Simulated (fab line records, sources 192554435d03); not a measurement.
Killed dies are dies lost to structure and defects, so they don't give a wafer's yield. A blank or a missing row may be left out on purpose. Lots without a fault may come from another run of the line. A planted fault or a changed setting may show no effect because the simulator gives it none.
Chamber matching | flow n5_finfet | N5_FIN_SAQP_HM_DEP_72 on pecvd-04: 3 sister chambers
The step deposits SiO2 from SiH4/N2O, target thk 12 nm, time 7.2 s. 3 wafers are shown with their chamber, then 7 later ones without.

WAFERS WITH THEIR CHAMBER
wafer  | chamber | showerhead_plenum_p_Torr (Torr)
L087.4 | 0       | 7.98
L090.5 | 2       | 8.05
L093.4 | 1       | 8.25

WAFERS WITHOUT THEIR CHAMBER
wafer  | showerhead_plenum_p_Torr (Torr)
L093.5 | 8.06
L094.1 | 7.97
L094.5 | 8.06
L094.6 | 7.97
L096.3 | 8.04
L096.4 | 8.25
L096.6 | 8.25

WHICH CHAMBER EACH WENT THROUGH
wafer  | from the rows above | in truth
L093.5 | 2                   | 2
L094.1 | 0                   | 0
L094.5 | 2                   | 2
L094.6 | 0                   | 0
L096.3 | 2                   | 2
L096.4 | 1                   | 1
L096.6 | 1                   | 1
Placed correctly: 7 of 7. Can't be placed from these rows: 0. Placed wrongly: 0.
How it was worked out, from the rows above alone: a wafer's distance from a chamber is the root of the sum, over the readings, of the square of ((its reading less the chamber's mean) divided by the reading's scatter). The wafer belongs to the nearest chamber; if the next one is less than 2 further off, it can't be placed. A chamber's mean is the mean of its shown wafers. The scatter: with one shown wafer a chamber, the root of the mean of the squares of how far each hidden wafer lies from its nearest shown one.
